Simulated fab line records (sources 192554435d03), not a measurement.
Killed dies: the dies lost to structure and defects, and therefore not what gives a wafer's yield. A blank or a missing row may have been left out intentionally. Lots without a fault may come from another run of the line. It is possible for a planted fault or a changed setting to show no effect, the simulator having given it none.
fab line records | flow n5_finfet | part 1 of 2: steps 1 to 25 of 32
[record] lots = 5 wafers = 15 last_day = 16
route steps=1938 shown DUMMY_GATE@250 SPACER0@258 SD_EPI_N@262
lots that met no fault: taken from a fault-free run of the same line
start_h: hours from the record's opening day to when the first of the lot's shown wafers began | wait_h: hours since the lot's step before | " as in the row above | L1.1+2: one row covering several wafers at once | - either no value or no given start | * or withheld: withheld | < > ~ a bound
route shown NAME@n: names a module that has steps shown in the file, with the first one's number in the route | usual: average and standard deviation across the fault-free wafers | same: alike in all rows | chamber/n: place in a boat | sites: per-site readings | _std_site: the values' standard deviation | _edge_site: inner sites' mean taken away from outer sites' mean | radius_mm: how far each site lies from the wafer's centre | mask NAME#n: copy n | behind: the most recent tool/chamber to have shaped the wafer | hold: why the lot went on hold/how many hours it stayed there/how the hold came to an end | device: the n, p or np transistor that did not switch | end of line: the tests these same wafers got at the end of their route | a step without rows: its recipe alone | killed: not the wafer's yield, but the dies lost to structure and defects at the first sort | map: the dies of a wafer, with x for killed, . for not killed, _ for no die there
set.NAME: the setting as run; set.NAME@STEP: as run at that earlier step | model.NAME: the simulator's own value behind a step, which no gauge read
lots seen at some steps along the route; tables by step, rows by wafer
services: from which hour (start_h, from the record's first day; less than 0 if before it) a tool's chamber was out of use, for how many hours, and why
[[steps]]
[step N5_DUMMY_GATE_ETCH_42]
[recipe] chemistry = CHF3/O2 target = SiO2 target_depth_a = 35 time_s = 31 ion_energy_ev = 30 bias_w = 12 pressure_mtorr = 30 source_w = 600 Ar_flow_sccm = 200 CHF3_flow_sccm = 50 O2_flow_sccm = 5
[usual] drypump_motor_current_A = 5.6/0.54 oes_product_au = 0.76/0.076 rf_vpp_V = 42.1/1 showerhead_plenum_p_Torr = 2.38/0.082 throttle_valve_pct = 18.72/0.21
// columns lot.wafer tool chamber start_h wait_h drypump_motor_current_A oes_product_au rf_hours_counter_h rf_vpp_V showerhead_plenum_p_Torr throttle_valve_pct
L081.1 rie_diel-04 2 89.60 0.0 6.3 0.73 190 41.5 2.38 18.97
L081.4 " 1 " " 5.0 0.75 141 40.8 2.32 18.75
L081.6 " 0 " " 5.1 0.74 - 43.3 2.29 18.61
L088.1 rie_diel-03 0 134.68 0.0 5.6 0.70 228 41.4 2.37 18.93
L088.2 " 2 " " 6.6 0.78 139 42.3 2.50 18.66
L088.4 " 3 " " 5.4 0.70 242 41.9 2.37 19.09
L090.1 rie_diel-05 2 146.37 0.0 5.7 0.67 227 42.3 2.48 18.50
L090.2 " 0 " " 5.4 0.91 32 42.4 2.45 18.26
L090.4 " 3 " " 5.0 0.69 240 40.9 2.37 18.49
L093.1 rie_diel-04 3 166.57 0.0 6.0 0.78 122 42.2 2.32 18.73
L093.3 " 1 " " 5.0 0.73 164 40.3 2.31 18.78
L093.5 " 3 " " 6.1 0.79 - 41.6 2.32 18.75
L094.3 rie_diel-03 0 167.69 0.0 5.6 0.69 240 41.6 2.37 18.95
L094.4 " 2 " " 6.6 0.76 - 41.5 2.50 18.68
L094.5 " 1 " " 4.9 0.88 - 41.1 2.54 18.93
[step N5_DUMMY_GATE_STRIP_48]
[recipe] chemistry = N2/H2 time_s = 20 power_w = 100 temp_c = 40 pressure_mtorr = 100 rf_frequency_hz = 6e+07 bias_power_w = 3 n2_flow_sccm = 300 h2_flow_sccm = 300
[usual] drypump_motor_current_A = 5.6/0.54 h2_flow_sccm = 299.9/0.85 oes_product_au = 0.75/0.078 rf_vpp_V = 45.4/0.94 showerhead_plenum_p_Torr = 3.34/0.11 throttle_valve_pct = 12.22/0.26
// columns lot.wafer tool chamber start_h wait_h drypump_motor_current_A h2_flow_sccm oes_product_au rf_hours_counter_h rf_vpp_V showerhead_plenum_p_Torr throttle_valve_pct
L081.1 rie_diel-04 2 89.65 0.0 6.3 300.0 0.72 190 44.4 3.36 12.58
L081.4 " 1 " " 5.0 301.1 0.74 141 46.4 3.24 12.18
L081.6 " 0 " " 5.1 300.9 0.73 - 45.4 3.22 12.15
L088.1 rie_diel-03 0 134.73 0.0 5.6 299.7 0.70 228 45.1 3.32 12.46
L088.2 " 2 " " 6.6 299.4 0.78 139 45.0 3.49 12.10
L088.4 " 3 " " 5.4 300.8 0.69 242 44.7 3.33 12.62
L090.1 rie_diel-05 2 146.42 0.0 5.7 298.9 0.67 227 44.8 3.46 12.01
L090.2 " 0 " " 5.5 298.9 0.92 32 46.4 3.42 11.52
L090.4 " 3 " " 5.0 301.0 0.68 240 45.8 3.32 12.09
L093.1 rie_diel-04 3 166.61 0.0 6.1 300.1 0.78 122 45.1 3.26 12.18
L093.3 " 1 " " 5.0 300.7 0.72 164 46.4 3.23 12.25
L093.5 " 3 " " 6.1 299.6 0.78 - 45.3 3.26 12.20
L094.3 rie_diel-03 0 167.74 0.0 5.7 299.0 0.69 240 44.7 3.31 12.50
L094.4 " 2 " " 6.6 300.9 0.76 - 46.7 3.49 12.10
L094.5 " 1 " " 4.9 300.7 0.87 - 46.0 3.58 12.33
[step N5_DUMMY_GATE_PRECLEAN_33]
[recipe] chemistry = dHF time_s = 10 dilution = 750:1 temp_c = 25
// columns lot.wafer tool chamber start_h wait_h
L081.1+4+6 wet_bench-04 3,1,2 89.73 0.1
L088.1+2+4 wet_bench-03 5,4,2 134.81 0.1
L090.1+2+4 wet_bench-04 6,7,5 146.50 0.1
L093.1+3+5 wet_bench-05 4,3,0 166.70 0.1
L094.3+4+5 wet_bench-04 7,0,3 167.82 0.1
[step N5_DUMMY_GATE_PRECLEAN_25]
[recipe] chemistry = O3/DIW time_s = 45 temp_c = 22 o3_ppm = 10
// columns lot.wafer tool chamber start_h wait_h
L081.1+4+6 wet_bench-04 3,1,2 89.74 0.0
L088.1+2+4 wet_bench-03 5,4,2 134.82 0.0
L090.1+2+4 wet_bench-04 6,7,5 146.51 0.0
L093.1+3+5 wet_bench-05 4,3,0 166.70 0.0
L094.3+4+5 wet_bench-04 7,0,3 167.83 0.0
[step N5_DUMMY_GATE_PRECLEAN_51]
[recipe] chemistry = SC2 time_s = 45 temp_c = 35 mix = 1:1:50
// columns lot.wafer tool chamber start_h wait_h
L081.1+4+6 wet_bench-04 3,1,2 89.75 0.0
L088.1+2+4 wet_bench-03 5,4,2 134.83 0.0
L090.1+2+4 wet_bench-04 6,7,5 146.52 0.0
L093.1+3+5 wet_bench-05 4,3,0 166.72 0.0
L094.3+4+5 wet_bench-04 7,0,3 167.84 0.0
[step N5_DUMMY_GATE_SRD_26]
[recipe] dry = ipa_marangoni time_s = 30 temp_c = 23 rinse_liquid = diw
// columns lot.wafer tool chamber start_h wait_h
L081.1+4+6 wet_bench-04 3,1,2 89.76 0.0
L088.1+2+4 wet_bench-03 5,4,2 134.84 0.0
L090.1+2+4 wet_bench-04 6,7,5 146.53 0.0
L093.1+3+5 wet_bench-05 4,3,0 166.73 0.0
L094.3+4+5 wet_bench-04 7,0,3 167.85 0.0
[step N5_DUMMY_GATE_UV_OZONE_45]
[recipe] time_s = 120 pressure_torr = 760 temp_c = 25
// columns lot.wafer tool chamber start_h wait_h
L081.1+4+6 wet_bench-04 3,1,2 89.78 0.0
L088.1+2+4 wet_bench-03 5,4,2 134.86 0.0
L090.1+2+4 wet_bench-04 6,7,5 146.55 0.0
L093.1+3+5 wet_bench-05 4,3,0 166.74 0.0
L094.3+4+5 wet_bench-04 7,0,3 167.87 0.0
[step N5_DUMMY_GATE_INSPECT_27]
[recipe] inspect_instrument = brightfield mode = aei
[usual] raw_defect_count = 293/72
// columns lot.wafer tool chamber start_h wait_h raw_defect_count
L081.1 defect_inspect-01 - 89.84 0.0 256
L081.4 " - " " 278
L081.6 " - " " 240
L088.1 defect_inspect-01 - 134.92 0.0 308
L088.2 " - " " 318
L088.4 " - " " 340
L090.1 defect_inspect-01 - 146.61 0.0 313
L090.2 " - " " 322
L090.4 " - " " 255
L093.1 defect_inspect-02 - 166.80 0.0 207
L093.3 " - " " 203
L093.5 " - " " 343
L094.3 defect_inspect-02 - 167.93 0.0 236
L094.4 " - " " 301
L094.5 " - " " 266
[step N5_SPACER0_ALD_07]
[recipe] material = SiNx target_thk_a = 20 temp_c = 400 ald_precursor_family = SiH2I2 ald_co_reactant = N2/H2-plasma pressure_torr = 2
[usual] heater_power_w = 857/73
// columns lot.wafer tool chamber start_h wait_h heater_power_w
L081.1 ald_sin-04 2 89.88 0.0 790
L081.4 " 1 " " 890
L081.6 " 3 " " 783
L088.1 ald_sin-03 2 135.69 0.8 788
L088.2 " 1 " " 701
L088.4 " 3 " " 833
L090.1 ald_sin-03 0 146.64 0.0 895
L090.2 " 2 " " 805
L090.4 " 3 " " 802
L093.1 ald_sin-01 0 166.84 0.0 860
L093.3 " 2 " " 948
L093.5 " 2 " " 929
L094.3 ald_sin-04 0 167.96 0.0 946
L094.4 " 2 " " 785
L094.5 " 0 " " 960
[step N5_SPACER0_ALD_00]
[recipe] material = SiOCN target_thk_a = 35 temp_c = 400 ald_precursor_family = alkyl-aminosilane ald_co_reactant = O2/N2-plasma pulse_time_s = 3 purge_time_s = 2 co_reactant_purge_time_s = 2 ald_cycles = 58 pressure_torr = 2
[usual] heater_power_w = 856/69 precursor_pulse_height_rel = 1.002/0.019
[same] ald_cycles = 58
// columns lot.wafer tool chamber start_h wait_h heater_power_w precursor_pulse_height_rel
L081.1 ald_sin-04 2 90.03 0.1 771 1.014
L081.4 " 1 " " 894 0.983
L081.6 " 3 " " 770 0.988
L088.1 ald_sin-03 2 135.84 0.1 800 1.018
L088.2 " 1 " " 713 0.999
L088.4 " 3 " " 846 1.021
L090.1 ald_sin-03 0 146.80 0.1 901 0.983
L090.2 " 2 " " 792 1.025
L090.4 " 3 " " 842 1.001
L093.1 ald_sin-01 0 166.99 0.1 863 0.984
L093.3 " 2 " " 945 0.960
L093.5 " 2 " " 939 1.017
L094.3 ald_sin-04 0 168.12 0.1 943 0.992
L094.4 " 2 " " 794 0.995
L094.5 " 0 " " 944 1.013
[step N5_SPACER0_ALD_08]
[recipe] material = SiNx target_thk_a = 20 temp_c = 400 ald_precursor_family = SiH2I2 ald_co_reactant = N2/H2-plasma pressure_torr = 2
[usual] heater_power_w = 857/72
// columns lot.wafer tool chamber start_h wait_h heater_power_w
L081.1 ald_sin-04 2 90.29 0.1 768
L081.4 " 1 " " 868
L081.6 " 3 " " 776
L088.1 ald_sin-03 2 136.10 0.1 779
L088.2 " 1 " " 706
L088.4 " 3 " " 823
L090.1 ald_sin-03 0 147.05 0.1 903
L090.2 " 2 " " 825
L090.4 " 3 " " 827
L093.1 ald_sin-01 0 167.25 0.1 849
L093.3 " 2 " " 963
L093.5 " 2 " " 921
L094.3 ald_sin-04 0 168.37 0.1 954
L094.4 " 2 " " 796
L094.5 " 0 " " 982
[step N5_SPACER0_INSPECT_04]
[recipe] inspect_instrument = darkfield mode = post_dep
[usual] raw_defect_count = 134/30
// columns lot.wafer tool chamber start_h wait_h raw_defect_count
L081.1 defect_inspect-02 - 90.45 0.1 111
L081.4 " - " " 135
L081.6 " - " " 111
L088.1 defect_inspect-02 - 136.26 0.1 120
L088.2 " - " " 125
L088.4 " - " " 139
L090.1 defect_inspect-01 - 147.21 0.1 134
L090.2 " - " " 153
L090.4 " - " " 126
L093.1 defect_inspect-01 - 167.41 0.1 107
L093.3 " - " " 98
L093.5 " - " " 157
L094.3 defect_inspect-02 - 168.53 0.1 110
L094.4 " - " " 134
L094.5 " - " " 106
[step N5_SD_EPI_N_COAT_32]
[recipe] resist = SOC temp_c = 250 time_s = 60 spin_rpm = 1500 resist_thk_nm = 350
// columns lot.wafer tool chamber start_h wait_h
L081.1+4+6 litho_track-05 0 90.48 0.0
L088.1+2+4 litho_track-05 0 136.29 0.0
L090.1+2+4 litho_track-05 0 147.24 0.0
L093.1+3+5 litho_track-02 0 167.44 0.0
L094.3+4+5 litho_track-01 0 168.56 0.0
[step N5_SD_EPI_N_COAT_33]
[recipe] resist = SiARC temp_c = 220 time_s = 60 spin_rpm = 1500 resist_thk_nm = 35
// columns lot.wafer tool chamber start_h wait_h
L081.1+4+6 litho_track-05 0 - -
L088.1+2+4 litho_track-05 0 - -
L090.1+2+4 litho_track-05 0 - -
L093.1+3+5 litho_track-02 0 - -
L094.3+4+5 litho_track-01 0 - -
[step N5_SD_EPI_N_COAT_03]
[recipe] resist = CAR-ArF-block spin_rpm = 1500 resist_thk_nm = 150
// columns lot.wafer tool chamber start_h wait_h
L081.1+4+6 litho_track-05 0 - -
L088.1+2+4 litho_track-05 0 - -
L090.1+2+4 litho_track-05 0 - -
L093.1+3+5 litho_track-02 0 - -
L094.3+4+5 litho_track-01 0 - -
[step N5_SD_EPI_N_EBR_05]
[recipe] solvent = PGMEA ebr_width_mm = 1.5
// columns lot.wafer tool chamber start_h wait_h
L081.1+4+6 litho_track-05 0 - -
L088.1+2+4 litho_track-05 0 - -
L090.1+2+4 litho_track-05 0 - -
L093.1+3+5 litho_track-02 0 - -
L094.3+4+5 litho_track-01 0 - -
[step N5_SD_EPI_N_SOFTBAKE_04]
[recipe] temp_c = 110 time_s = 60 resist = CAR-ArF-block
// columns lot.wafer tool chamber start_h wait_h
L081.1+4+6 litho_track-05 0 - -
L088.1+2+4 litho_track-05 0 - -
L090.1+2+4 litho_track-05 0 - -
L093.1+3+5 litho_track-02 0 - -
L094.3+4+5 litho_track-01 0 - -
[step N5_SD_EPI_N_EXPOSE_06]
[recipe] mask_id = SD_N_BLK na = 1.35 source_shape = conventional sigma_outer = 0.8 polarization = unpolarized target_cd_nm = 120 dose_mj = 39.75
// columns lot.wafer tool chamber start_h wait_h mask
L081.1+4+6 arfi_scanner-03 0 90.72 - SD_N_BLK#0
L088.1+2+4 arfi_scanner-01 0 136.53 - SD_N_BLK#0
L090.1+2+4 arfi_scanner-03 0 147.36 - SD_N_BLK#0
L093.1+3+5 arfi_scanner-03 0 167.68 - SD_N_BLK#0
L094.3+4+5 arfi_scanner-03 0 168.69 - SD_N_BLK#0
[step N5_SD_EPI_N_PEB_07]
[recipe] peb_temp_c = 110 peb_time_s = 60 resist = CAR-ArF-block
// columns lot.wafer tool chamber start_h wait_h
L081.1+4+6 litho_track-05 0 90.78 0.1
L088.1+2+4 litho_track-05 0 136.59 0.1
L090.1+2+4 litho_track-01 0 147.42 0.1
L093.1+3+5 litho_track-05 0 167.74 0.1
L094.3+4+5 litho_track-02 0 168.74 0.0
[step N5_SD_EPI_N_DEVELOP_08]
[recipe] develop_time_s = 30 developer = TMAH resist = CAR-ArF-block dev_temp_c = 23 rinse_liquid = diw dry = air_spin
// columns lot.wafer tool chamber start_h wait_h
L081.1+4+6 litho_track-05 0 - -
L088.1+2+4 litho_track-05 0 - -
L090.1+2+4 litho_track-01 0 - -
L093.1+3+5 litho_track-05 0 - -
L094.3+4+5 litho_track-02 0 - -
[step N5_SD_EPI_N_CD_MEAS_09]
[recipe] target_cd_nm = 120 landing_energy_ev = 500 detector = se_inlens
[usual] cd_nm = 120.0/0.66
// columns lot.wafer tool chamber start_h wait_h cd_nm
L081.1 cd_sem-03 0 90.85 - 119.7
L081.4 " 0 " " 119.9
L081.6 " 0 " " 119.1
L088.1 cd_sem-01 0 136.66 - 119.7
L088.2 " 0 " " 119.9
L088.4 " 0 " " 120.5
L090.1 cd_sem-02 0 147.48 - 119.5
L090.2 " 0 " " 119.4
L090.4 " 0 " " 120.7
L093.1 cd_sem-02 0 167.80 - 121.1
L093.3 " 0 " " 120.1
L093.5 " 0 " " 119.9
L094.3 cd_sem-02 0 168.81 - 119.2
L094.4 " 0 " " 120.6
L094.5 " 0 " " 120.7
[step N5_SD_EPI_N_OVL_MEAS_10]
[recipe] points_per_wafer = 44
[usual] SD_N_BLK_OVL = 0.1/0.74
// columns lot.wafer tool chamber start_h wait_h SD_N_BLK_OVL[nm]
L081.1 overlay-01 0 90.88 0.0 0.4
L081.4 " 0 " " -0.4
L081.6 " 0 " " 0.3
L088.1 overlay-02 0 136.69 0.0 0.1
L088.2 " 0 " " 0.3
L088.4 " 0 " " 1.2
L090.1 overlay-02 0 147.51 0.0 0.4
L090.2 " 0 " " -0.5
L090.4 " 0 " " 0.4
L093.1 overlay-02 0 167.83 0.0 0.0
L093.3 " 0 " " 0.5
L093.5 " 0 " " -0.6
L094.3 overlay-01 0 168.84 0.0 0.1
L094.4 " 0 " " -0.2
L094.5 " 0 " " 0.6
[step N5_SD_EPI_N_INSPECT_11]
[recipe] mode = adi inspect_instrument = macro
[usual] raw_defect_count = 2.1/1.4
// columns lot.wafer tool chamber start_h wait_h raw_defect_count
L081.1 defect_inspect-02 - 90.90 0.0 0
L081.4 " - " " 1
L081.6 " - " " 2
L088.1 defect_inspect-02 - 136.71 0.0 1
L088.2 " - " " 2
L088.4 " - " " 0
L090.1 defect_inspect-02 - 147.54 0.0 4
L090.2 " - " " 2
L090.4 " - " " 0
L093.1 defect_inspect-01 - 167.86 0.0 3
L093.3 " - " " 2
L093.5 " - " " 2
L094.3 defect_inspect-01 - 168.86 0.0 1
L094.4 " - " " 7
L094.5 " - " " 3
[step N5_SD_EPI_N_DESCUM_14]
[recipe] chemistry = O2 time_s = 7.9 source_power_w = 50 bias_power_w = 20 pressure_mtorr = 20 rf_frequency_hz = 2.712e+07 temp_c = 40 resist = CAR-ArF-block o2_flow_sccm = 225
[usual] drypump_motor_current_A = 5.6/0.49 oes_product_au = 0.84/0.076 rf_vpp_V = 243.4/1.5 showerhead_plenum_p_Torr = 2.11/0.086 throttle_valve_pct = 20.35/0.18
// columns lot.wafer tool chamber start_h wait_h drypump_motor_current_A oes_product_au rf_hours_counter_h rf_vpp_V showerhead_plenum_p_Torr throttle_valve_pct
L081.1 rie_diel-01 0 90.94 0.0 6.1 0.75 189 243.1 1.99 20.53
L081.4 " 2 " " 6.4 0.72 223 243.1 2.05 20.40
L081.6 " 0 " " 6.1 0.74 - 242.0 1.99 20.54
L088.1 rie_diel-02 3 136.77 0.1 4.7 0.85 57 243.0 2.03 20.48
L088.2 " 1 " " 5.6 0.85 47 243.4 2.13 20.19
L088.4 " 2 " " 5.7 0.82 66 244.3 2.24 20.45
L090.1 rie_diel-06 0 147.57 0.0 5.3 0.92 8 246.1 2.25 20.50
L090.2 " 2 " " 5.4 0.89 22 244.0 2.23 20.48
L090.4 " 3 " " 5.2 0.87 40 245.7 2.20 20.29
L093.1 rie_diel-02 2 167.89 0.0 5.8 0.81 78 244.4 2.23 20.47
L093.3 " 1 " " 5.6 0.84 59 244.0 2.13 20.20
L093.5 " 2 " " 5.8 0.82 - 245.8 2.23 20.45
L094.3 rie_diel-06 1 169.12 0.3 6.7 0.79 105 242.8 2.01 20.46
L094.4 " 0 " " 5.3 0.88 17 245.0 2.25 20.53
L094.5 " 0 " " 5.3 0.89 - 245.8 2.25 20.53
[step N5_SD_EPI_N_ETCH_34]
[recipe] chemistry = CF4 target = SiARC target_depth_a = 455 mask_material = CAR-ArF-block time_s = 75.8 ion_energy_ev = 80 pressure_mtorr = 40 source_w = 545 bias_w = 36 Ar_flow_sccm = 100 cf4_flow_sccm = 100 ends = cleared
[usual] drypump_motor_current_A = 5.6/0.49 etch_rf_on_time_s = 75.1/1.2 oes_product_au = 0.72/0.065 rf_vpp_V = 184.2/1.3 showerhead_plenum_p_Torr = 2.16/0.074 throttle_valve_pct = 15.51/0.2
// columns lot.wafer tool chamber start_h wait_h drypump_motor_current_A etch_rf_on_time_s oes_product_au rf_hours_counter_h rf_vpp_V showerhead_plenum_p_Torr throttle_valve_pct
L081.1 rie_diel-01 0 90.97 0.0 6.1 73.3 0.64 189 183.4 2.06 15.85
L081.4 " 2 " " 6.3 75.0 0.61 223 183.6 2.11 15.80
L081.6 " 0 " " 6.1 73.7 0.65 - 182.0 2.06 15.84
L088.1 rie_diel-02 3 136.81 0.0 4.8 76.0 0.72 57 182.6 2.08 15.66
L088.2 " 1 " " 5.6 74.1 0.74 47 184.2 2.18 15.34
L088.4 " 2 " " 5.7 75.6 0.70 66 185.9 2.25 15.38
L090.1 rie_diel-06 0 147.61 0.0 5.3 75.2 0.79 8 184.9 2.27 15.44
L090.2 " 2 " " 5.4 75.2 0.78 22 185.7 2.26 15.55
L090.4 " 3 " " 5.1 74.5 0.75 40 186.3 2.25 15.42
L093.1 rie_diel-02 2 167.93 0.0 5.7 75.5 0.70 78 186.1 2.24 15.38
L093.3 " 1 " " 5.6 74.4 0.72 59 183.1 2.18 15.39
L093.5 " 2 " " 5.8 76.0 0.70 - 184.9 2.24 15.38
L094.3 rie_diel-06 1 169.16 0.0 6.7 77.2 0.68 105 183.2 2.07 15.63
L094.4 " 0 " " 5.3 75.7 0.77 17 185.3 2.27 15.45
L094.5 " 0 " " 5.3 75.4 0.78 - 184.7 2.27 15.45
